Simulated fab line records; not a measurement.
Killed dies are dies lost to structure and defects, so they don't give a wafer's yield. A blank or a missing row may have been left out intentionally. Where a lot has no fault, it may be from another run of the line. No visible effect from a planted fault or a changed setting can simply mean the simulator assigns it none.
A struck lot beside a sound one ; flow n5Finfet ; 26 steps out of a route of 1938
Sound: the wafers L626.4, L626.5, L626.6. Struck: wafers L630.2, L630.4 (left out: L630.5, a lot-mate that was not struck); the cause follows at the end.
Order at every step that has rows: each side's tool, ch and its chambers, its first start. Under that, the readings that differ: sound wafers ; struck wafers ; difference of the means ; sigmas: that difference in standard deviations of wafers without a fault.
alike: same words and numbers on both sides, and readings whose means sit less than 2 such deviations apart. not compared: any withheld reading, any reading some wafer has no value for, any bound like >300 that may hide the same value, and any number with overlapping values for which the record gives no deviation.
Wherever a step has rows on one side only, a row that says differs or no value, or a row with sigmas, the two part there. Non-overlapping numbers with no deviation appear without sigmas and do not part them. Lack of a reading on every wafer of one side parts them only where that side has two or more wafers.

N5_STI_FIN_REVEAL_ALD_14: deposits Si3N4, target thk 3 nm.
  sound on aldSin-01 ch 2,3, day 2 21:54; struck on aldSin-02 ch 1,3, day 3 22:56
  alike: heaterPowerW
then, 2 steps without rows for these wafers: N5_STI_FIN_REVEAL_FCVD_FILL_01 (material SiO2 flowable, target thk 312 nm, time 512.2 s); N5_STI_FIN_REVEAL_DENSIFY_02 (time 1800 s).
N5_STI_FIN_REVEAL_CMP_04: polishes, stops on Si3N4, t overpolish 4 s, target thk 131.83 nm.
  sound on cmp-01 ch 1,2,3, day 3 03:01; struck on cmp-03 ch 1,3, day 4 04:01
  alike: motorCurrentA, overpolishRunS, slurryFlowMlMin, timeToEndpointS
N5_STI_FIN_REVEAL_THK_MEAS_05:
  struck on filmMetro-02, day 4 04:16; sound on filmMetro-01, day 3 03:14
  alike: thkNm
then, 2 steps without rows for these wafers: N5_STI_FIN_REVEAL_DENSIFY_30; N5_STI_FIN_REVEAL_ETCHBACK_08 (etches SiO2 in C4F6/O2, target depth 30.5 nm, time 10.167 s).
N5_STI_FIN_REVEAL_STRIP_24: strips in N2/H2, time 90 s.
  sound on rieDiel-06 ch 2,3, day 3 03:44; struck on rieDiel-03 ch 2,3, day 4 04:34
reading;sound;struck;difference;sigmas
showerheadPlenumPTorr (Torr);3.22 3.25 3.22;3.59 3.36;+0.24;+2
  alike: biasPowerW, drypumpMotorCurrentA, h2FlowSccm, oesProductAu, rfVppV, throttleValvePct
  not compared: rfHoursCounterH
then, 4 steps without rows for these wafers: N5_STI_FIN_REVEAL_PRECLEAN_25 (cleans in SPM, time 90 s); N5_STI_FIN_REVEAL_PRECLEAN_26 (cleans in SC1, time 45 s); N5_STI_FIN_REVEAL_PRECLEAN_29 (cleans in DHF, time 30 s); N5_STI_FIN_REVEAL_SRD_12 (time 30 s).
N5_STI_FIN_REVEAL_RECESS_09: chemistry HF/NH3, target SiO2, afs cycles 11, target depth 42.5 nm, sublimation time 60 s.
  sound on vaporEtch-02 ch 0,1, day 3 04:29; struck on vaporEtch-01 ch 0, day 4 04:47
  alike: drypumpMotorCurrentA
then, 2 steps without rows for these wafers: N5_STI_FIN_REVEAL_STRIP_16 (strips SiNx in H3PO4, target depth 23.8 nm); N5_STI_FIN_REVEAL_PRECLEAN_17 (cleans in NF3:NH3, afs cycles 1, time 20 s, sublimation time 60 s).
N5_STI_FIN_REVEAL_ETCH_34: etches Si in H2, material Si, target depth 0.97 nm.
  sound on rieSi-04 ch 1,2,3, day 3 06:02; struck on rieSi-05 ch 2,3, day 4 06:52
  alike: drypumpMotorCurrentA, h2FlowSccm, oesProductAu, rfFwdPowerW, throttleValvePct
  not compared: rfHoursCounterH
then, 4 steps without rows for these wafers: N5_STI_FIN_REVEAL_OXIDATION_31 (chemistry O2 PLASMA REMOTE, time 20 s); N5_STI_FIN_REVEAL_PRECLEAN_32 (cleans in NF3:NH3, afs cycles 1, time 20 s, sublimation time 60 s); N5_STI_FIN_REVEAL_STRIP_35 (strips Si3N4 in H3PO4, target depth 4 nm, time 39 s); N5_STI_FIN_REVEAL_SRD_21 (time 30 s).
N5_STI_FIN_REVEAL_OXIDATION_33: chemistry O2 PLASMA REMOTE, time 20 s.
  sound on plasmaAsher-01 ch 0,1, day 3 06:29; struck on plasmaAsher-02 ch 1, day 4 07:21
reading;sound;struck;difference;sigmas
drypumpMotorCurrentA (A);6.4 6.0 6.4;5.2 5.2;-1.1;-2
heaterPowerW (W);143 149 149;161 160;+14;+3
  alike: rfFwdPowerW
  not compared: rfHoursCounterH
then, 2 steps without rows for these wafers: N5_STI_FIN_REVEAL_CLEAN_19 (cleans in O3/DIW, time 120 s); N5_STI_FIN_REVEAL_SRD_23 (time 30 s).
N5_STI_FIN_REVEAL_CD_MEAS_22: target cd 6.238 nm, pitch 28 nm.
  struck on cdSem-03, day 4 07:31; sound on cdSem-01, day 3 06:38
  alike: cdNm
N5_STI_FIN_REVEAL_FIN_H_MEAS_10:
  struck on ocd-01, day 4 07:32; sound on ocd-01, day 3 06:40
reading;sound;struck;difference;sigmas
trenchDepthNm (nm);52.3 52.3 51.8;43.6 43.1;-8.8;-15
then, 1 step without rows for these wafers: N5_STI_FIN_REVEAL_PRECLEAN_18 (cleans in SC2, time 45 s).

WHERE THEY PART
Last at N5_STI_FIN_REVEAL_FIN_H_MEAS_10 as far as this record goes, first at N5_STI_FIN_REVEAL_STRIP_24.

WHY: the cause the simulator had injected
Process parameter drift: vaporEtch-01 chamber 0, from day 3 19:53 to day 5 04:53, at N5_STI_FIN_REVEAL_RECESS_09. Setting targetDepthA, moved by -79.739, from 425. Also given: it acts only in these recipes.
